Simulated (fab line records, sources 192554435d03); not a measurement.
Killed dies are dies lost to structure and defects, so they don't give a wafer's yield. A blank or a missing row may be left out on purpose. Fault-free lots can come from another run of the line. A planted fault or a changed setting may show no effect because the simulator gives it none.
Which tool did it? ; flow n5Finfet ; Sampling: 24 lots, 72 wafers, 4 of 1938 route steps

== WHAT THE GAUGES READ, wafer by wafer ==
N5_BEOL_M0_SAQP_OVL_MEAS_41. Usual: M0_CUT1_OVL gives 0.5 nm (standard deviation 0.92).
lot;measured;on;M0_CUT1_OVL (nm);flag
L074;day 5 23:55;overlay-02;1.2 -0.3 0.6;
L075;day 6 04:13;overlay-01;-0.4 1.3 -0.5;
L076;day 6 07:53;overlay-01;-0.4 0.9 0.0;
L077;day 6 11:23;overlay-02;1.5 2.6 3.1;
L078;day 6 15:16;overlay-02;-0.3 2.3 1.5;
L079;day 6 22:38;overlay-02;0.8 0.9 -1.1;
L080;day 7 03:04;overlay-02;0.0 1.7 0.0;
L081;day 7 12:04;overlay-02;0.0 -0.2 0.4;
L082;day 7 12:23;overlay-01;-0.1 2.0 -0.4;
L083;day 7 22:16;overlay-02;1.6 1.8 1.0;
L084;day 8 03:22;overlay-01;0.7 0.8 0.3;
L085;day 8 12:04;overlay-02;1.5 0.1 1.2;
L086;day 8 14:47;overlay-02;0.7 1.2 0.9;
L087;day 8 21:13;overlay-01;0.5 0.1 0.0;
L088;day 9 05:31;overlay-02;0.2 0.3 -1.3;
L090;day 9 14:26;overlay-01;-0.3 -0.2 1.3;
L089;day 9 17:35;overlay-01;-1.0 0.1 0.4;
L091;day 9 20:24;overlay-02;0.7 -0.2 2.2;
L092;day 10 03:40;overlay-01;-1.3 1.9 0.5;
L093;day 10 08:20;overlay-01;0.7 0.0 -0.1;
L094;day 10 17:04;overlay-02;1.7 2.1 0.0;
L095;day 10 21:42;overlay-02;-0.9 0.0 0.4;
L096;day 11 02:54;overlay-01;0.2 0.1 0.0;
L097;day 11 06:43;overlay-01;0.9 1.3 0.8;

N5_BEOL_M0_SAQP_INSPECT_42: inspects for defects (brightfield). Usual: rawDefectCount at 272, with a standard deviation of 83.
lot;measured;on;rawDefectCount;flag
L074;day 5 23:59;defectInspect-02;376 508 246;
L075;day 6 04:16;defectInspect-01;192 195 171;
L076;day 6 07:56;defectInspect-01;391 223 219;
L077;day 6 11:26;defectInspect-01;244 235 219;
L078;day 6 15:19;defectInspect-02;732 386 247;
L079;day 6 22:41;defectInspect-01;257 189 314;
L080;day 7 03:07;defectInspect-02;313 308 237;
L081;day 7 12:07;defectInspect-01;215 255 255;
L082;day 7 12:26;defectInspect-01;173 197 208;
L083;day 7 22:19;defectInspect-02;217 175 205;
L084;day 8 03:25;defectInspect-02;433 353 392;
L085;day 8 12:07;defectInspect-02;188 239 310;
L086;day 8 14:51;defectInspect-01;323 353 287;
L087;day 8 21:16;defectInspect-01;312 349 166;
L088;day 9 05:35;defectInspect-02;222 193 310;
L090;day 9 14:30;defectInspect-01;234 240 316;
L089;day 9 17:38;defectInspect-02;160 254 294;
L091;day 9 20:27;defectInspect-01;186 214 225;
L092;day 10 03:43;defectInspect-02;112 210 174;
L093;day 10 08:23;defectInspect-02;302 306 378;
L094;day 10 17:07;defectInspect-01;342 296 306;
L095;day 10 21:45;defectInspect-01;321 250 344;
L096;day 11 02:57;defectInspect-02;390 381 307;
L097;day 11 06:46;defectInspect-02;299 246 176;

== WHAT TOOL EACH LOT RAN ON (gives the tool, then ch and the chambers of the sampled wafers, and finally the start) ==
lot;N5_BEOL_M0_SAQP_SPACER2_ALD_26;N5_BEOL_M0_SAQP_SPACER2_ETCHBACK_27
L074;aldSin-01 ch 1,2,3, day 5 22:43;rieDiel-03 ch 0,3, day 5 23:16
L075;aldSin-01 ch 0,1,3, day 6 02:50;rieDiel-04 ch 0,1,2, day 6 03:32
L076;aldSin-02 ch 0,1,2, day 6 06:48;rieDiel-03 ch 0,2,3, day 6 07:20
L077;aldSin-03 ch 1,2,3, day 6 10:16;rieDiel-04 ch 2,3, day 6 10:49
L078;aldSin-01 ch 0,2,3, day 6 14:10;rieDiel-01 ch 0,1, day 6 14:43
L079;aldSin-01 ch 0,2, day 6 21:25;rieDiel-04 ch 0,3, day 6 22:06
L080;aldSin-01 ch 1,2,3, day 7 01:58;rieDiel-03 ch 0,1,2, day 7 02:31
L081;aldSin-01 ch 0,3, day 7 10:50;rieDiel-04 ch 1,2,3, day 7 11:23
L082;aldSin-03 ch 0,1,3, day 7 11:10;rieDiel-03 ch 0,2,3, day 7 11:43
L083;aldSin-02 ch 1,2, day 7 21:10;rieDiel-01 ch 0,3, day 7 21:43
L084;aldSin-01 ch 0,1, day 8 02:09;rieDiel-01 ch 0,1, day 8 02:42
L085;aldSin-02 ch 0,3, day 8 10:51;rieDiel-01 ch 1,2,3, day 8 11:24
L086;aldSin-01 ch 0,2, day 8 13:43;rieDiel-03 ch 0,1,2, day 8 14:16
L087;aldSin-01 ch 1,2, day 8 19:59;rieDiel-03 ch 0,1, day 8 20:32
L088;aldSin-03 ch 0,1,2, day 9 04:17;rieDiel-01 ch 1,2,3, day 9 04:52
L090;aldSin-03 ch 1,2,3, day 9 13:12;rieDiel-01 ch 0,1,2, day 9 13:45
L089;aldSin-01 ch 0,1, day 9 16:29;rieDiel-03 ch 0,1,3, day 9 17:02
L091;aldSin-03 ch 1,3, day 9 19:10;rieDiel-03 ch 1,3, day 9 19:43
L092;aldSin-02 ch 0,1,2, day 10 02:33;rieDiel-03 ch 0,2,3, day 10 03:06
L093;aldSin-01 ch 0,1,2, day 10 07:07;rieDiel-03 ch 0,2, day 10 07:40
L094;aldSin-02 ch 0,1, day 10 15:52;rieDiel-01 ch 0,1,2, day 10 16:25
L095;aldSin-02 ch 0,1,2, day 10 20:27;rieDiel-03 ch 0,1,2, day 10 21:02
L096;aldSin-03 ch 0,1,3, day 11 01:49;rieDiel-03 ch 0,2, day 11 02:22
L097;aldSin-02 ch 0,1, day 11 05:37;rieDiel-03 ch 0,1,2, day 11 06:10
- N5_BEOL_M0_SAQP_SPACER2_ALD_26: deposits SiO2, target thk 15 nm, pulse time 1 s, purge time 2 s.
- N5_BEOL_M0_SAQP_SPACER2_ETCHBACK_27: etches SiO2 in CHF3/O2, target depth 22.5 nm, time 11.25 s.

== AS READ BY THE TOOLS THEMSELVES (means over the sampled wafers that have a number; for cases with no such wafer, the mark the record gives instead) ==
N5_BEOL_M0_SAQP_SPACER2_ALD_26. Usual: chamberPressureTorr 2.000 Torr, standard deviation 0.0046; heaterPowerW 481 W, standard deviation 42; precursorPulseHeightRel 0.999, standard deviation 0.019.
lot;tool;chamberPressureTorr (Torr);heaterPowerW (W);precursorPulseHeightRel;flag
L074;aldSin-01;2.003;470;1.007;
L075;aldSin-01;2.002;469;0.992;
L076;aldSin-02;2.000;530;0.988;
L077;aldSin-03;2.000;440;0.999;
L078;aldSin-01;1.997;477;0.991;
L079;aldSin-01;1.999;464;0.990;
L080;aldSin-01;2.002;475;1.002;
L081;aldSin-01;1.995;478;1.004;
L082;aldSin-03;1.999;480;0.992;
L083;aldSin-02;2.002;533;1.001;
L084;aldSin-01;2.003;465;0.987;
L085;aldSin-02;1.996;491;1.002;
L086;aldSin-01;1.997;466;0.998;
L087;aldSin-01;2.000;463;0.993;
L088;aldSin-03;2.001;477;0.995;
L090;aldSin-03;2.004;445;0.985;
L089;aldSin-01;2.003;463;1.001;
L091;aldSin-03;2.003;431;0.994;
L092;aldSin-02;2.003;529;1.001;
L093;aldSin-01;2.000;467;1.006;
L094;aldSin-02;2.003;520;1.023;
L095;aldSin-02;1.998;528;0.996;
L096;aldSin-03;2.001;473;0.993;
L097;aldSin-02;1.998;528;0.994;

N5_BEOL_M0_SAQP_SPACER2_ETCHBACK_27. Usual: drypumpMotorCurrentA 5.6 A, standard deviation 0.57; oes_ar_750_au 0.79 a.u., standard deviation 0.084; oesProductAu 0.79 a.u., standard deviation 0.093; rfVppV 530 V, standard deviation 9.4; showerheadPlenumPTorr 2.41 Torr, standard deviation 0.068; throttleValvePct 18.86 %, standard deviation 0.29.
lot;tool;drypumpMotorCurrentA (A);oes_ar_750_au (a.u.);oesProductAu (a.u.);rfVppV (V);showerheadPlenumPTorr (Torr);throttleValvePct (%);flag
L074;rieDiel-03;5.4;0.83;0.83;533;2.46;18.56;
L075;rieDiel-04;6.0;0.81;0.81;537;2.47;19.14;
L076;rieDiel-03;5.6;0.77;0.77;535;2.42;18.80;
L077;rieDiel-04;6.0;0.85;0.87;546;2.43;19.06;
L078;rieDiel-01;5.0;0.79;0.79;513;2.40;18.99;
L079;rieDiel-04;6.0;0.70;0.69;527;2.41;19.37;
L080;rieDiel-03;5.3;0.78;0.78;533;2.39;18.79;
L081;rieDiel-04;6.3;0.80;0.80;540;2.41;19.05;
L082;rieDiel-03;5.6;0.76;0.76;534;2.41;18.82;
L083;rieDiel-01;5.3;0.88;0.90;520;2.42;18.74;
L084;rieDiel-01;4.9;0.83;0.84;514;2.42;18.86;
L085;rieDiel-01;5.9;0.84;0.85;521;2.36;18.78;
L086;rieDiel-03;5.3;0.77;0.77;533;2.38;18.80;
L087;rieDiel-03;5.1;0.81;0.82;530;2.43;18.56;
L088;rieDiel-01;5.9;0.83;0.84;521;2.36;18.81;
L090;rieDiel-01;5.4;0.84;0.84;517;2.38;18.78;
L089;rieDiel-03;5.5;0.76;0.77;534;2.45;18.75;
L091;rieDiel-03;5.6;0.74;0.73;535;2.45;18.89;
L092;rieDiel-03;5.6;0.74;0.74;534;2.40;18.84;
L093;rieDiel-03;5.2;0.77;0.79;529;2.38;18.68;
L094;rieDiel-01;5.3;0.82;0.83;516;2.38;18.78;
L095;rieDiel-03;5.3;0.75;0.76;531;2.38;18.82;
L096;rieDiel-03;5.3;0.72;0.72;533;2.34;18.92;
L097;rieDiel-03;5.3;0.75;0.75;533;2.38;18.83;

== THE ANSWER, worked out from the rows above alone ==
Rule: take the mean of a lot's wafers that have a number; if it is more than 3 standard deviations from the usual mean, the lot is off. Also off: a lot with no number at a reading for which 4 or more lots have one. Where the step has rows for the other lots, those lots are counted as sound. Order of review: gauges by route order, followed by the tools' own readings, for which a lot's mean as printed above is used. The first step at which some lot is off is used, and at that step the reading that is off furthest; a lot without a number counts as furthest.
No lot is off on any of the readings shown, so nothing can be concluded from this.

== WHAT THE SIMULATOR HAD PUT IN ==
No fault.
